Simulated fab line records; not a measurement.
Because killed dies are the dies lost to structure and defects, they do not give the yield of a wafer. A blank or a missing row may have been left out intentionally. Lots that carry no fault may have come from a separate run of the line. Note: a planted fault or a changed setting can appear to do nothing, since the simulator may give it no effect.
Chamber matching / flow nandHarc / NHARC_A_CONTACT_ETCH_76 on rieDiel-06 has 4 sister chambers
The step etches the open film in N2/H2, target depth 260 nm, time 475.3 s. 14 wafers are shown with their chamber, then 7 later ones without.

WAFERS PAIRED WITH THEIR CHAMBERS
wafer=L143.1; chamber=1; showerheadPlenumPTorr (Torr)=2.00; drypumpMotorCurrentA (A)=5.38; rfVppV (V)=428.2
wafer=L143.3; chamber=2; showerheadPlenumPTorr (Torr)=2.16; drypumpMotorCurrentA (A)=5.55; rfVppV (V)=433.4
wafer=L143.4; chamber=2; showerheadPlenumPTorr (Torr)=2.16; drypumpMotorCurrentA (A)=5.57; rfVppV (V)=433.1
wafer=L149.1; chamber=0; showerheadPlenumPTorr (Torr)=2.07; drypumpMotorCurrentA (A)=5.91; rfVppV (V)=431.5
wafer=L149.4; chamber=1; showerheadPlenumPTorr (Torr)=2.00; drypumpMotorCurrentA (A)=5.39; rfVppV (V)=431.3
wafer=L149.6; chamber=0; showerheadPlenumPTorr (Torr)=2.07; drypumpMotorCurrentA (A)=5.90; rfVppV (V)=430.7
wafer=L153.1; chamber=2; showerheadPlenumPTorr (Torr)=2.15; drypumpMotorCurrentA (A)=5.53; rfVppV (V)=433.4
wafer=L153.5; chamber=3; showerheadPlenumPTorr (Torr)=1.92; drypumpMotorCurrentA (A)=5.62; rfVppV (V)=427.3
wafer=L153.6; chamber=0; showerheadPlenumPTorr (Torr)=2.07; drypumpMotorCurrentA (A)=5.89; rfVppV (V)=431.1
wafer=L155.2; chamber=0; showerheadPlenumPTorr (Torr)=2.06; drypumpMotorCurrentA (A)=5.87; rfVppV (V)=430.9
wafer=L155.4; chamber=2; showerheadPlenumPTorr (Torr)=2.15; drypumpMotorCurrentA (A)=5.56; rfVppV (V)=433.1
wafer=L155.6; chamber=2; showerheadPlenumPTorr (Torr)=2.15; drypumpMotorCurrentA (A)=5.56; rfVppV (V)=432.8
wafer=L157.3; chamber=0; showerheadPlenumPTorr (Torr)=2.06; drypumpMotorCurrentA (A)=5.87; rfVppV (V)=432.4
wafer=L157.4; chamber=2; showerheadPlenumPTorr (Torr)=2.15; drypumpMotorCurrentA (A)=5.58; rfVppV (V)=434.0

SIGNATURES (means of the wafers above)
reading=showerheadPlenumPTorr; chamber 0=2.0660; chamber 1=2.0000; chamber 2=2.1533; chamber 3=1.9200; scatter within a chamber=0.00503
reading=drypumpMotorCurrentA; chamber 0=5.8880; chamber 1=5.3850; chamber 2=5.5583; chamber 3=5.6200; scatter within a chamber=0.0168
reading=rfVppV; chamber 0=431.320; chamber 1=429.750; chamber 2=433.300; chamber 3=427.300; scatter within a chamber=0.863
Rule: a wafer's distance from a chamber is the root of the sum, over the readings, of the square of ((its reading less the chamber's mean) divided by the reading's scatter). If the next closest chamber is less than 2 further off than the closest, the wafer can't be placed; otherwise it belongs to the closest. The scatter: take each reading less its chamber's mean, square it, sum over the shown wafers, divide by the number of wafers less the number of chambers, and take the root.

WAFERS MISSING THEIR CHAMBER
wafer=L157.5; showerheadPlenumPTorr (Torr)=2.15; drypumpMotorCurrentA (A)=5.58; rfVppV (V)=432.8
wafer=L163.2; showerheadPlenumPTorr (Torr)=2.15; drypumpMotorCurrentA (A)=5.58; rfVppV (V)=433.0
wafer=L163.3; showerheadPlenumPTorr (Torr)=1.99; drypumpMotorCurrentA (A)=5.37; rfVppV (V)=429.8
wafer=L163.6; showerheadPlenumPTorr (Torr)=1.91; drypumpMotorCurrentA (A)=5.64; rfVppV (V)=426.2
wafer=L165.2; showerheadPlenumPTorr (Torr)=2.06; drypumpMotorCurrentA (A)=5.87; rfVppV (V)=431.5
wafer=L165.5; showerheadPlenumPTorr (Torr)=2.06; drypumpMotorCurrentA (A)=5.87; rfVppV (V)=431.1
wafer=L165.6; showerheadPlenumPTorr (Torr)=1.99; drypumpMotorCurrentA (A)=5.39; rfVppV (V)=428.8

CHAMBER TAKEN BY EACH
wafer=L157.5; from the rows above=2; in truth=2
wafer=L163.2; from the rows above=2; in truth=2
wafer=L163.3; from the rows above=1; in truth=1
wafer=L163.6; from the rows above=3; in truth=3
wafer=L165.2; from the rows above=0; in truth=0
wafer=L165.5; from the rows above=0; in truth=0
wafer=L165.6; from the rows above=1; in truth=1
Placed correctly: 7 of 7. From these rows, 0 cannot be placed. Placed wrongly: 0.
